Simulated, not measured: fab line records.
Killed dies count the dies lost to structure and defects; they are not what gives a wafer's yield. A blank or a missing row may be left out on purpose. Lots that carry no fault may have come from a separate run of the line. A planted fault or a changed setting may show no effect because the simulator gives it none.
Matching of chambers / flow nand-harc / NHARC_P_BONDPAD_CMP_19 on cmp-03: 4 sister chambers
The step polishes, t overpolish 30 s, cu recess touch 16 s, target thk 160.81 nm. 8 wafers are shown with their chamber, then 8 later ones without.

== WAFERS WITH THEIR CHAMBER ==
wafer=L789.2; chamber=2; motor-current-A (A)=13.4; overpolish-run-s (s)=30.008
wafer=L789.6; chamber=3; motor-current-A (A)=12.0; overpolish-run-s (s)=29.990
wafer=L793.1; chamber=3; motor-current-A (A)=12.8; overpolish-run-s (s)=29.994
wafer=L793.6; chamber=1; motor-current-A (A)=11.9; overpolish-run-s (s)=30.001
wafer=L795.1; chamber=0; motor-current-A (A)=12.8; overpolish-run-s (s)=29.997
wafer=L795.5; chamber=0; motor-current-A (A)=12.6; overpolish-run-s (s)=29.990
wafer=L795.6; chamber=1; motor-current-A (A)=11.7; overpolish-run-s (s)=29.996
wafer=L796.1; chamber=2; motor-current-A (A)=13.2; overpolish-run-s (s)=29.996

== WAFERS WHOSE CHAMBER IS MISSING ==
wafer=L796.3; motor-current-A (A)=13.0; overpolish-run-s (s)=30.000
wafer=L796.4; motor-current-A (A)=12.8; overpolish-run-s (s)=30.003
wafer=L798.2; motor-current-A (A)=13.1; overpolish-run-s (s)=30.014
wafer=L798.3; motor-current-A (A)=11.2; overpolish-run-s (s)=30.006
wafer=L798.4; motor-current-A (A)=11.8; overpolish-run-s (s)=30.004
wafer=L802.1; motor-current-A (A)=12.8; overpolish-run-s (s)=30.012
wafer=L802.4; motor-current-A (A)=12.4; overpolish-run-s (s)=30.017
wafer=L802.6; motor-current-A (A)=12.2; overpolish-run-s (s)=29.995

== WHICH CHAMBER EACH ONE RAN IN ==
wafer=L796.3; from the rows above=can't be placed: 2 or 0 or 3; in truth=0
wafer=L796.4; from the rows above=can't be placed: 2 or 0 or 3 or 1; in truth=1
wafer=L798.2; from the rows above=can't be placed: 2 or 0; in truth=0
wafer=L798.3; from the rows above=1; in truth=1
wafer=L798.4; from the rows above=can't be placed: 1 or 3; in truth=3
wafer=L802.1; from the rows above=can't be placed: 2 or 0 or 3 or 1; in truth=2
wafer=L802.4; from the rows above=can't be placed: 1 or 2 or 0 or 3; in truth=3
wafer=L802.6; from the rows above=can't be placed: 3 or 1 or 0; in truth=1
Correct placement for 1 of the 8. Cannot be placed on the basis of these rows: 7; the candidates contain the true chamber in 7. Wrongly placed: 0.
How it was worked out, from the rows above alone: a wafer's distance from a chamber is the root of the sum, over the readings, of the square of ((its reading less the chamber's mean) divided by the reading's scatter). The wafer belongs to the nearest chamber; if the next one is less than 2 further off, it can't be placed. Each chamber's mean is taken over the wafers shown for it. The scatter: the root of (the sum of the squares of (reading less its chamber's mean) over the shown wafers, divided by (wafers less chambers)).
